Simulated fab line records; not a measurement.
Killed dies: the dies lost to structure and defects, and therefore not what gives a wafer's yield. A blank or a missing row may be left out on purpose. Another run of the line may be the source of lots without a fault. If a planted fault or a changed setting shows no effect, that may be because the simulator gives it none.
Chamber matching | flow nand-harc | rie-diel-02 running NHARC_A_M1_DESCUM_14: 4 sister chambers
The step chemistry O2, time 3 s. 4 wafers are shown with their chamber, then 7 later ones without.

## WAFERS PAIRED WITH THEIR CHAMBERS
wafer  | chamber | rf-vpp-V (V)
L312.2 | 0       | 56.5
L327.5 | 2       | 58.5
L330.2 | 1       | 58.1
L330.3 | 3       | 57.7

## WAFERS MISSING THEIR CHAMBER
wafer  | rf-vpp-V (V)
L330.6 | 56.8
L332.3 | 56.9
L332.4 | 58.0
L332.6 | 59.7
L329.1 | 57.9
L329.2 | 59.2
L329.4 | 56.0

## WHICH CHAMBER EACH ONE RAN IN
wafer  | from the rows above          | in truth
L330.6 | can't be placed: 0 or 3 or 1 | 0
L332.3 | can't be placed: 0 or 3 or 1 | 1
L332.4 | can't be placed: 1 or 3 or 2 | 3
L332.6 | can't be placed: 2 or 1 or 3 | 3
L329.1 | can't be placed: 3 or 1 or 2 | 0
L329.2 | can't be placed: 2 or 1 or 3 | 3
L329.4 | 0                            | 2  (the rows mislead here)
Correct placement for 0 of the 7. Can't be placed from these rows: 6 (the true chamber is among the candidates in 5). Number placed wrongly: 1.
How it was worked out, from the rows above alone: a wafer's distance from a chamber is the root of the sum, over the readings, of the square of ((its reading less the chamber's mean) divided by the reading's scatter). The wafer belongs to the nearest chamber; if the next one is less than 2 further off, it can't be placed. For every chamber, the mean is computed from those of its wafers that are shown. The scatter: with one shown wafer a chamber, the root of the mean of the squares of how far each hidden wafer lies from its nearest shown one.
